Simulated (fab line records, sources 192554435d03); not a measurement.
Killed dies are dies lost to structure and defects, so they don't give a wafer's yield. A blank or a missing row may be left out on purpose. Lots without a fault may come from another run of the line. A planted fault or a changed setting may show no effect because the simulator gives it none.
Which tool did it? | flow n5_finfet | 12 lots, 36 wafers sampled, at 6 steps of a route of 1938

WHAT THE GAUGES READ, wafer by wafer
N5_BEOL_M10_OVL_MEAS_29.
lot  | measured     | on         | V9_OVL (nm)
L076 | day 10 22:07 | overlay-01 | -1.9 -0.8 -1.2
L075 | day 11 09:47 | overlay-01 | -0.7 0.1 0.6
L080 | day 12 14:32 | overlay-01 | 0.8 0.2 -0.7
L082 | day 12 16:04 | overlay-02 | -0.9 -1.3 0.3
L083 | day 12 21:52 | overlay-01 | 0.6 -1.2 -1.2
L084 | day 13 19:58 | overlay-02 | 0.4 -0.8 -0.3
L087 | day 14 03:01 | overlay-02 | -0.1 -0.4 -0.4
L086 | day 14 06:47 | overlay-02 | -0.6 0.6 0.7
L091 | day 14 20:55 | overlay-01 | 0.1 -0.2 -0.2
L093 | day 15 21:29 | overlay-02 | 1.1 -0.7 -1.3
L094 | day 16 10:47 | overlay-02 | 0.5 0.5 0.3
L097 | day 17 09:52 | overlay-01 | -0.3 -0.5 -0.2

WHICH TOOL RAN EACH LOT (tool, then ch and the chambers of the sampled wafers, then the start)
lot  | N5_BEOL_M9_PRE_CLEAN_45      | N5_BEOL_M9_ANNEAL_51             | N5_BEOL_M9_CMP_52             | N5_BEOL_M10_CURE_71           | N5_BEOL_M10_HM_DEP_02
L076 | pvd_sputter-01, day 10 10:53 | rtp_anneal-01 ch 0, day 10 13:39 | cmp-01 ch 0,1, day 10 13:58   | uv_cure-03 ch 2, day 10 15:08 | pvd_sputter-01, day 10 17:08
L075 | pvd_sputter-03, day 11 00:35 | rtp_anneal-01 ch 0, day 11 03:47 | cmp-02 ch 1,2, day 11 04:04   | uv_cure-03 ch 1, day 11 04:41 | pvd_sputter-03, day 11 07:28
L080 | pvd_sputter-03, day 12 06:03 | rtp_anneal-02 ch 0, day 12 07:02 | cmp-01 ch 0,2,3, day 12 07:25 | uv_cure-02 ch 2, day 12 07:56 | pvd_sputter-01, day 12 10:19
L082 | pvd_sputter-01, day 12 11:14 | rtp_anneal-01 ch 0, day 12 12:15 | cmp-02 ch 0,1, day 12 12:32   | uv_cure-03 ch 0, day 12 13:08 | pvd_sputter-02, day 12 14:40
L083 | pvd_sputter-03, day 12 15:56 | rtp_anneal-01 ch 0, day 12 16:49 | cmp-03 ch 1,2,3, day 12 17:06 | uv_cure-03 ch 0, day 12 17:46 | pvd_sputter-01, day 12 19:43
L084 | pvd_sputter-01, day 13 14:21 | rtp_anneal-01 ch 0, day 13 15:13 | cmp-02 ch 2,3, day 13 15:31   | uv_cure-02 ch 1, day 13 16:18 | pvd_sputter-02, day 13 17:37
L087 | pvd_sputter-02, day 13 20:50 | rtp_anneal-02 ch 0, day 13 21:37 | cmp-03 ch 0,2,3, day 13 21:56 | uv_cure-02 ch 1, day 13 22:53 | pvd_sputter-01, day 13 23:37
L086 | pvd_sputter-01, day 13 22:52 | rtp_anneal-02 ch 0, day 13 23:56 | cmp-01 ch 0,1, day 14 00:17   | uv_cure-02 ch 0, day 14 01:02 | pvd_sputter-01, day 14 03:16
L091 | pvd_sputter-03, day 14 12:32 | rtp_anneal-02 ch 0, day 14 13:32 | cmp-03 ch 1,2,3, day 14 13:52 | uv_cure-03 ch 1, day 14 14:28 | pvd_sputter-02, day 14 15:44
L093 | pvd_sputter-03, day 15 14:01 | rtp_anneal-01 ch 0, day 15 15:44 | cmp-03 ch 0,1,2, day 15 16:01 | uv_cure-03 ch 2, day 15 16:42 | pvd_sputter-02, day 15 17:52
L094 | pvd_sputter-03, day 16 05:47 | rtp_anneal-01 ch 0, day 16 06:50 | cmp-02 ch 0,1,3, day 16 07:11 | uv_cure-02 ch 1, day 16 07:47 | pvd_sputter-03, day 16 08:55
L097 | pvd_sputter-03, day 17 02:08 | rtp_anneal-02 ch 0, day 17 03:48 | cmp-03 ch 0,1, day 17 04:01   | uv_cure-02 ch 1, day 17 04:44 | pvd_sputter-03, day 17 07:21
- N5_BEOL_M9_PRE_CLEAN_45: time 30 s.
- N5_BEOL_M9_ANNEAL_51: time 90 s.
- N5_BEOL_M9_CMP_52: polishes, stops on SiCOH lowk, t overpolish 7 s, target thk 140 nm.
- N5_BEOL_M10_CURE_71: cures SiCOH lowk, time 240 s.
- N5_BEOL_M10_HM_DEP_02: deposits TiN, target thk 20 nm.

THE ANSWER, worked out from the rows above alone
Rule: what is usual is taken from the lots themselves. Put in order of their means at a reading, lots are off if they are a third of the lots or fewer, leave a main group of 4 or more, and stand apart from it by a gap of 3 or more times the standard deviation of the main group's means; of several such gaps the widest counts. A main group whose means are all the same, to the digits that the tables above print for the reading, isn't used. A lot without any number at a reading at which 4 lots or more have one is off too. The other lots that the step has rows for count as sound.
No lot is off at any reading shown: from this, nothing can be told.

WHAT THE SIMULATOR HAD PUT IN
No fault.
